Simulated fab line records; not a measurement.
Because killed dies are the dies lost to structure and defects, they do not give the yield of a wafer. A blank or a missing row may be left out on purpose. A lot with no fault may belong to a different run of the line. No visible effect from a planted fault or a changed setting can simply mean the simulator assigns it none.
Which tool was responsible? -- flow n5 finfet -- 72 wafers from 24 lots sampled at 6 of the route's 1938 steps

WHAT THE GAUGES READ, wafer by wafer
N5_BEOL_M5_OVL_MEAS_12.
lot,measured,on,M5_OVL (nm)
L074,day 8 06:59,overlay-01,0.8 0.3 0.6
L075,day 8 03:00,overlay-02,-0.5 -0.6 -0.3
L077,day 8 14:47,overlay-01,-0.2 -0.5 0.4
L076,day 8 15:01,overlay-01,0.0 -0.4 -0.8
L078,day 9 10:19,overlay-02,-0.6 -0.1 -0.4
L079,day 9 13:28,overlay-02,0.9 0.6 0.5
L081,day 9 20:40,overlay-01,0.1 -0.1 -0.7
L082,day 10 02:14,overlay-01,-0.7 -1.1 0.3
L080,day 10 06:27,overlay-01,0.4 0.9 1.3
L083,day 10 17:58,overlay-01,-1.0 -0.2 -1.1
L086,day 10 23:56,overlay-01,-0.1 -0.5 -0.6
L084,day 11 03:40,overlay-01,0.6 0.9 0.6
L085,day 11 03:52,overlay-01,0.1 -0.9 -0.5
L088,day 11 12:21,overlay-01,0.0 -0.1 0.6
L087,day 11 06:51,overlay-01,-0.2 0.2 0.0
L089,day 12 00:01,overlay-02,-0.2 -1.4 -1.0
L090,day 12 02:29,overlay-02,1.0 -0.1 0.6
L092,day 12 10:03,overlay-02,-0.7 -0.4 -1.1
L091,day 13 00:32,overlay-01,0.1 0.1 -0.3
L093,day 13 01:22,overlay-02,0.7 0.7 0.0
L094,day 13 03:59,overlay-01,1.6 -0.1 0.0
L095,day 13 15:12,overlay-02,0.4 0.4 0.2
L096,day 13 18:20,overlay-02,0.1 0.7 1.4
L097,day 14 12:49,overlay-02,-0.5 0.4 -0.3

EACH LOT AND THE TOOL THAT RAN IT (in order: tool; ch and the chambers of the sampled wafers; start)
lot,N5_BEOL_M4_ETCH_77,N5_BEOL_M4_ANNEAL_49,N5_BEOL_M4_ANNEAL_82,N5_BEOL_M4_SPUTTER_88,N5_BEOL_M5_HM_DEP_02
L074,"rie diel-03 ch 0,1,3, day 7 11:16","pvd sputter-01, day 8 01:05","pvd sputter-01, day 8 01:31","pvd sputter-01, day 8 01:53","pvd sputter-03, day 8 06:26"
L075,"rie diel-02 ch 1,2, day 7 15:10","pvd sputter-02, day 7 19:24","pvd sputter-02, day 7 19:50","pvd sputter-02, day 7 20:12","pvd sputter-02, day 8 02:35"
L077,"rie diel-04 ch 1,2, day 8 04:36","pvd sputter-01, day 8 07:25","pvd sputter-01, day 8 07:52","pvd sputter-01, day 8 08:13","pvd sputter-01, day 8 14:22"
L076,"rie diel-03 ch 1,2, day 8 04:57","pvd sputter-03, day 8 07:35","pvd sputter-03, day 8 08:02","pvd sputter-03, day 8 08:23","pvd sputter-01, day 8 14:28"
L078,"rie diel-03 ch 1,2,3, day 9 01:48","pvd sputter-02, day 9 04:48","pvd sputter-02, day 9 05:14","pvd sputter-02, day 9 05:36","pvd sputter-01, day 9 09:53"
L079,"rie diel-04 ch 1,2, day 9 03:03","pvd sputter-03, day 9 07:26","pvd sputter-03, day 9 07:52","pvd sputter-03, day 9 08:14","pvd sputter-02, day 9 12:55"
L081,"rie diel-03 ch 2,3, day 9 11:20","pvd sputter-03, day 9 14:04","pvd sputter-03, day 9 14:31","pvd sputter-03, day 9 14:52","pvd sputter-01, day 9 20:07"
L082,"rie diel-04 ch 0,1,2, day 9 16:43","pvd sputter-01, day 9 20:50","pvd sputter-01, day 9 21:16","pvd sputter-01, day 9 21:38","pvd sputter-03, day 10 01:49"
L080,"rie diel-03 ch 0,2,3, day 9 16:59","pvd sputter-01, day 9 23:25","pvd sputter-01, day 9 23:51","pvd sputter-01, day 10 00:13","pvd sputter-02, day 10 05:53"
L083,"rie diel-04 ch 0,1,2, day 10 07:43","pvd sputter-01, day 10 11:56","pvd sputter-01, day 10 12:22","pvd sputter-01, day 10 12:44","pvd sputter-02, day 10 17:25"
L086,"rie diel-02 ch 0,1,3, day 10 11:34","pvd sputter-02, day 10 17:57","pvd sputter-02, day 10 18:23","pvd sputter-02, day 10 18:45","pvd sputter-03, day 10 23:31"
L084,"rie diel-02 ch 0,2,3, day 10 12:43","pvd sputter-01, day 10 20:26","pvd sputter-01, day 10 20:52","pvd sputter-01, day 10 21:14","pvd sputter-01, day 11 03:14"
L085,"rie diel-02 ch 1,2,3, day 10 14:12","pvd sputter-02, day 10 21:08","pvd sputter-02, day 10 21:34","pvd sputter-02, day 10 21:56","pvd sputter-01, day 11 03:26"
L088,"rie diel-03 ch 0,3, day 10 21:34","pvd sputter-03, day 11 03:20","pvd sputter-03, day 11 03:47","pvd sputter-03, day 11 04:08","pvd sputter-01, day 11 11:55"
L087,"rie diel-02 ch 0,2,3, day 10 21:49","pvd sputter-01, day 11 01:22","pvd sputter-01, day 11 01:49","pvd sputter-01, day 11 02:10","pvd sputter-01, day 11 06:26"
L089,"rie diel-03 ch 0,1,2, day 11 06:44","pvd sputter-02, day 11 18:41","pvd sputter-02, day 11 19:07","pvd sputter-02, day 11 19:29","pvd sputter-01, day 11 23:36"
L090,"rie diel-02 ch 0,1,2, day 11 14:50","pvd sputter-02, day 11 20:55","pvd sputter-02, day 11 21:22","pvd sputter-02, day 11 21:43","pvd sputter-02, day 12 02:03"
L092,"rie diel-04 ch 1,2,3, day 12 00:42","pvd sputter-01, day 12 04:38","pvd sputter-01, day 12 05:04","pvd sputter-01, day 12 05:26","pvd sputter-02, day 12 09:36"
L091,"rie diel-03 ch 2,3, day 12 07:07","pvd sputter-01, day 12 18:07","pvd sputter-01, day 12 18:34","pvd sputter-01, day 12 18:55","pvd sputter-01, day 13 00:07"
L093,"rie diel-02 ch 1,2,3, day 12 11:58","pvd sputter-03, day 12 19:04","pvd sputter-03, day 12 19:30","pvd sputter-03, day 12 19:52","pvd sputter-03, day 13 00:57"
L094,"rie diel-03 ch 1,2, day 12 17:26","pvd sputter-01, day 12 22:22","pvd sputter-01, day 12 22:48","pvd sputter-01, day 12 23:10","pvd sputter-02, day 13 03:33"
L095,"rie diel-02 ch 0,2,3, day 13 04:50","pvd sputter-02, day 13 09:35","pvd sputter-02, day 13 10:01","pvd sputter-02, day 13 10:23","pvd sputter-03, day 13 14:37"
L096,"rie diel-02 ch 1,2,3, day 13 08:23","pvd sputter-02, day 13 12:34","pvd sputter-02, day 13 13:00","pvd sputter-02, day 13 13:22","pvd sputter-03, day 13 17:28"
L097,"rie diel-02 ch 0,1,3, day 13 23:25","pvd sputter-02, day 14 06:13","pvd sputter-02, day 14 06:39","pvd sputter-02, day 14 07:01","pvd sputter-01, day 14 12:17"
- N5_BEOL_M4_ETCH_77: etches underlayer in N2/H2, target depth 6.5 nm, time 5.2 s.
- N5_BEOL_M4_ANNEAL_49: time 240 s.
- N5_BEOL_M4_ANNEAL_82: time 240 s.
- N5_BEOL_M4_SPUTTER_88: material Cu, target thk 4.5 nm, time 8.29 s.
- N5_BEOL_M5_HM_DEP_02: deposits TiN, target thk 20 nm.

AS READ BY THE TOOLS THEMSELVES (means over the sampled wafers that have a number; for cases with no such wafer, the mark the record gives instead)
N5_BEOL_M4_ETCH_77.
lot,tool,drypump motor current A (A),etch rf on time s (s),oes product au (a.u.),rf vpp V (V),showerhead plenum p Torr (Torr),throttle valve pct (%)
L074,rie diel-03,5.5,5.07,0.71,523.1,2.54,17.8
L075,rie diel-02,5.5,5.29,0.68,522.6,2.49,17.7
L077,rie diel-04,5.4,5.17,0.75,524.9,2.54,17.8
L076,rie diel-03,5.5,5.25,0.68,522.1,2.48,17.7
L078,rie diel-03,5.5,5.15,0.64,523.8,2.54,17.8
L079,rie diel-04,5.7,5.17,0.67,524.7,2.58,18.1
L081,rie diel-03,5.6,5.24,0.61,523.5,2.56,18.0
L082,rie diel-04,5.4,5.16,0.74,524.1,2.55,18.0
L080,rie diel-03,5.7,5.16,0.66,524.2,2.55,18.0
L083,rie diel-04,5.3,5.15,0.72,522.4,2.54,18.0
L086,rie diel-02,5.6,5.21,0.71,524.1,2.52,17.6
L084,rie diel-02,5.2,5.19,0.68,523.4,2.52,17.8
L085,rie diel-02,5.7,5.18,0.75,522.7,2.55,17.5
L088,rie diel-03,5.5,5.19,0.66,524.7,2.59,18.0
L087,rie diel-02,5.2,5.25,0.67,522.6,2.52,17.8
L089,rie diel-03,5.8,5.12,0.68,521.7,2.48,17.9
L090,rie diel-02,5.6,5.23,0.68,520.9,2.45,17.8
L092,rie diel-04,5.8,5.23,0.69,524.1,2.53,17.8
L091,rie diel-03,5.7,5.18,0.75,523.5,2.55,17.8
L093,rie diel-02,5.6,5.20,0.73,523.5,2.54,17.5
L094,rie diel-03,5.7,5.21,0.77,522.3,2.48,17.6
L095,rie diel-02,5.2,5.13,0.75,525.5,2.62,17.7
L096,rie diel-02,5.6,5.20,0.72,525.2,2.54,17.6
L097,rie diel-02,5.6,5.22,0.75,525.4,2.62,17.5

N5_BEOL_M4_ANNEAL_49.
lot,tool,heater power w (W),susceptor temp C (C)
L074,pvd sputter-01,735,400.01
L075,pvd sputter-02,843,400.03
L077,pvd sputter-01,759,399.96
L076,pvd sputter-03,999,400.16
L078,pvd sputter-02,901,399.78
L079,pvd sputter-03,886,399.94
L081,pvd sputter-03,834,400.04
L082,pvd sputter-01,729,399.99
L080,pvd sputter-01,741,400.16
L083,pvd sputter-01,761,399.99
L086,pvd sputter-02,846,399.98
L084,pvd sputter-01,721,400.02
L085,pvd sputter-02,756,400.11
L088,pvd sputter-03,946,400.04
L087,pvd sputter-01,739,399.73
L089,pvd sputter-02,847,399.98
L090,pvd sputter-02,844,399.96
L092,pvd sputter-01,740,400.20
L091,pvd sputter-01,706,399.86
L093,pvd sputter-03,939,399.86
L094,pvd sputter-01,698,400.13
L095,pvd sputter-02,911,400.08
L096,pvd sputter-02,911,399.86
L097,pvd sputter-02,901,399.87

N5_BEOL_M4_ANNEAL_82.
lot,tool,heater power w (W),susceptor temp C (C)
L074,pvd sputter-01,728,400.05
L075,pvd sputter-02,825,400.23
L077,pvd sputter-01,752,400.01
L076,pvd sputter-03,995,399.95
L078,pvd sputter-02,900,399.82
L079,pvd sputter-03,882,400.04
L081,pvd sputter-03,831,400.15
L082,pvd sputter-01,736,400.01
L080,pvd sputter-01,758,400.07
L083,pvd sputter-01,761,399.93
L086,pvd sputter-02,858,400.19
L084,pvd sputter-01,727,400.08
L085,pvd sputter-02,746,400.17
L088,pvd sputter-03,958,400.12
L087,pvd sputter-01,731,399.98
L089,pvd sputter-02,843,399.94
L090,pvd sputter-02,855,399.88
L092,pvd sputter-01,741,400.14
L091,pvd sputter-01,713,400.10
L093,pvd sputter-03,938,399.72
L094,pvd sputter-01,703,400.06
L095,pvd sputter-02,907,399.99
L096,pvd sputter-02,914,399.83
L097,pvd sputter-02,901,399.98

N5_BEOL_M4_SPUTTER_88.
lot,tool,chuck sensor temp C (C),susceptor temp C (C),throttle valve pct (%)
L074,pvd sputter-01,-15.7,-20.00,29.9
L075,pvd sputter-02,-16.5,-19.93,30.8
L077,pvd sputter-01,-16.0,-20.03,30.7
L076,pvd sputter-03,-15.5,-19.99,31.0
L078,pvd sputter-02,-16.5,-19.96,30.1
L079,pvd sputter-03,-15.2,-20.00,29.9
L081,pvd sputter-03,-15.5,-19.92,29.8
L082,pvd sputter-01,-15.8,-20.09,30.0
L080,pvd sputter-01,-16.0,-20.05,30.7
L083,pvd sputter-01,-16.1,-19.98,30.9
L086,pvd sputter-02,-16.4,-20.00,30.8
L084,pvd sputter-01,-15.8,-20.01,29.7
L085,pvd sputter-02,-16.6,-19.89,31.4
L088,pvd sputter-03,-15.4,-19.96,30.3
L087,pvd sputter-01,-15.7,-20.04,30.0
L089,pvd sputter-02,-16.5,-19.98,31.0
L090,pvd sputter-02,-16.5,-20.03,30.8
L092,pvd sputter-01,-15.9,-19.98,30.6
L091,pvd sputter-01,-15.3,-19.86,29.0
L093,pvd sputter-03,-15.8,-20.08,30.9
L094,pvd sputter-01,-15.6,-19.94,29.6
L095,pvd sputter-02,-16.5,-19.96,30.1
L096,pvd sputter-02,-16.4,-20.02,30.1
L097,pvd sputter-02,-16.4,-20.05,30.0

N5_BEOL_M5_HM_DEP_02.
lot,tool,susceptor temp C (C),throttle valve pct (%)
L074,pvd sputter-03,24.94,30.4
L075,pvd sputter-02,25.04,30.9
L077,pvd sputter-01,25.07,31.2
L076,pvd sputter-01,25.07,29.5
L078,pvd sputter-01,24.94,29.6
L079,pvd sputter-02,25.04,30.1
L081,pvd sputter-01,24.95,30.0
L082,pvd sputter-03,25.10,30.0
L080,pvd sputter-02,25.03,30.5
L083,pvd sputter-02,25.08,30.7
L086,pvd sputter-03,24.91,29.9
L084,pvd sputter-01,25.13,29.3
L085,pvd sputter-01,25.03,30.0
L088,pvd sputter-01,25.00,30.5
L087,pvd sputter-01,25.04,30.8
L089,pvd sputter-01,24.97,30.3
L090,pvd sputter-02,24.98,31.0
L092,pvd sputter-02,25.07,30.1
L091,pvd sputter-01,25.08,30.1
L093,pvd sputter-03,25.16,30.4
L094,pvd sputter-02,25.08,30.1
L095,pvd sputter-03,24.95,30.3
L096,pvd sputter-03,24.97,30.6
L097,pvd sputter-01,25.00,29.4

THE ANSWER, worked out from the rows above alone
Rule: the usual values come from the lots themselves. Put in order of their means at a reading, lots are off if they are a third of the lots or fewer, leave a main group of 4 or more, and stand apart from it by a gap of 3 or more times the standard deviation of the main group's means; of several such gaps the widest counts. Not used: any main group whose means are identical at the precision the tables above print for the reading. A lot without any number at a reading at which 4 lots or more have one is off too. Any other lot the step has rows for is counted as sound. Order of review: gauges by route order, followed by the tools' own readings, for which a lot's mean as printed above is used. The first step at which some lot is off is used, and at that step the reading that is off furthest; a lot without a number counts as furthest.
No lot is off on any of the readings shown, so nothing can be concluded from this.

WHAT THE SIMULATOR HAD PUT IN
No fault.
